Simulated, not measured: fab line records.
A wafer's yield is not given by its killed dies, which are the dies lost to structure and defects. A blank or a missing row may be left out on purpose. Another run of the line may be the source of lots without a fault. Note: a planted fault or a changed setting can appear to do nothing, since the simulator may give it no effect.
8D (eight disciplines) problem report, filled in by code    flow nand-harc    the parts of the form that need people (team, actions taken, sign-off) are left out

## 1. WHAT IS WRONG
Mean of raw-defect-count at NHARC_P_STI_INSPECT_11: 544 across 6 wafers in 2 lots; on wafers with no fault it is 6 (standard deviation 3.4). That is +99 or more standard deviations from the usual mean.
First seen on wafer L270.1, day 7 18:57, on defect-inspect-01. At this step, 39 wafers from 13 lots have a number in the record. Rule for "out" (also "out of limits"): further than 4 standard deviations from the usual mean. The rest of the wafers with a number are treated as sound.

## 2. WHAT IT IS, WHAT IT ISN'T
question                     is                                    is not
which readings at this step  raw-defect-count                      -
which lots                   L270, L272                            L258, L259, L261, L263, L265, L266, L268, L269, L271, L280, L281
which wafers of those lots   all that have a number                -
read on which gauges         defect-inspect-01, defect-inspect-02  -
when                         from day 7 18:57                      up to then (24 sound wafers); but 9 sound wafers of L271, L280, L281 came after

## 3. SUSPECTS, AND WHAT RULES EACH OUT
Counting: a tool stays on the suspect list if, at a process step up to the reading, it processed all lots that are out and no sound lot following the first of them.
- the gauge at NHARC_P_STI_INSPECT_11: ruled out. 2 gauges (defect-inspect-01, defect-inspect-02) read the wafers that are out.
- rie-diel-11 at NHARC_P_ZERO_WELL_DESCUM_39 (chemistry O2, time 3 s): ruled out as a lasting fault. Sound lots L280, L281 ran on it after its first lot that is out, L270 (day 7 00:08).
- furnace-06 at NHARC_P_STI_OXIDE_29 (material SiO2, target thk 10 nm, ox time 1362 s): kept. It ran every lot that is out, first L270 (day 7 07:36), and no sound lot after that; its last sound lot up to then is L269 (day 6 23:35).
The count leaves furnace-06 at NHARC_P_STI_OXIDE_29.

## 4. THE CAUSE (what the simulator had put in)
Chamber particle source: furnace-06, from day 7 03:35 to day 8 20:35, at NHARC_P_STI_OXIDE_29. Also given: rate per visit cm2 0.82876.
Counting left only this tool.

## 5. THE CHAIN OF EFFECTS, in route order
One row per reading whose mean, taken over the struck wafers that have a number, lies over 3 standard deviations from the usual. Readings are gone through only where the record gives a usual standard deviation; hours: the median, over the lots, of the time from a lot's start at the first step in this table giving one to that lot's start at this step; sigmas: the change measured in usual standard deviations.
hours  step                    reading              usual  on struck wafers  change  sigmas
0      NHARC_P_STI_INSPECT_11  raw-defect-count     6      544               +538    +99 or more
527    NHARC_END_SORT_01       killed-at-periphery  3.9    349.2             +345.3  +99 or more
527    NHARC_END_SORT_01       killed-dies          58     396               +338    +16

## 6. HOW IT WOULD HAVE BEEN CAUGHT EARLIER
15 hours passed between the start of the fault at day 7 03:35 and the first reading out of limits at a measuring or inspecting step in this record, taken at day 7 18:57.
Tool readings at NHARC_P_STI_OXIDE_29 with a usual standard deviation given in the record: none out on any struck wafer, hence no alarm at a limit of 4 standard deviations on them.
L272, from the lots that are out (2), started NHARC_P_STI_OXIDE_29 on furnace-06 later than day 7 18:57. A hold on the tool at that time would have spared it.
